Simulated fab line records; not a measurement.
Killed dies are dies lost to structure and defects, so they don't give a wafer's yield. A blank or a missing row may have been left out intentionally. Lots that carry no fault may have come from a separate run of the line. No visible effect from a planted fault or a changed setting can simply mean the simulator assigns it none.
Which tool is to blame? / flow n5-finfet / 12 lots (36 wafers sampled), 1 step of a 1938-step route

== WHAT THE GAUGES READ, wafer by wafer ==
N5_MOL_CONTACT_COAG_CD_MEAS_40: the cd target is 25.1 nm.
lot=L075; measured=day 5 14:47; on=cd-sem-03; cd-nm (nm)=24.92 25.35 25.12
lot=L077; measured=day 5 21:53; on=cd-sem-03; cd-nm (nm)=25.50 25.13 25.27
lot=L079; measured=day 6 12:22; on=cd-sem-02; cd-nm (nm)=24.79 24.85 25.40
lot=L081; measured=day 6 21:05; on=cd-sem-01; cd-nm (nm)=25.19 24.81 24.99
lot=L083; measured=day 7 16:11; on=cd-sem-03; cd-nm (nm)=25.24 24.90 25.29
lot=L085; measured=day 7 23:24; on=cd-sem-01; cd-nm (nm)=25.02 25.20 25.18
lot=L087; measured=day 8 12:39; on=cd-sem-03; cd-nm (nm)=25.15 25.19 25.14
lot=L089; measured=day 8 21:29; on=cd-sem-02; cd-nm (nm)=25.06 24.76 25.04
lot=L091; measured=day 9 09:08; on=cd-sem-03; cd-nm (nm)=25.43 25.37 25.17
lot=L093; measured=day 9 20:16; on=cd-sem-02; cd-nm (nm)=25.19 25.06 24.96
lot=L095; measured=day 10 08:10; on=cd-sem-03; cd-nm (nm)=25.05 25.40 24.74
lot=L097; measured=day 11 02:29; on=cd-sem-01; cd-nm (nm)=25.44 24.90 25.04

== EACH LOT AND THE TOOL THAT RAN IT (in order: tool; ch and the chambers of the sampled wafers; start) ==
There is no process step in the record ahead of these readings.

== THE ANSWER, worked out from the rows above alone ==
Rule: the lots themselves supply what counts as usual. The widest of any qualifying gaps counts: lots, ordered by their means at a reading, are off when they make up no more than a third of the lots, leave a main group of 4 or more, and stand apart from it by 3 or more times the standard deviation of that group's means. A main group whose means are all the same, to the digits that the tables above print for the reading, isn't used. Also off: a lot with no number at a reading for which 4 or more lots have one. Any other lot the step has rows for is counted as sound.
None of the lots is off at any reading shown; this tells nothing.

== WHAT WAS PUT IN BY THE SIMULATOR ==
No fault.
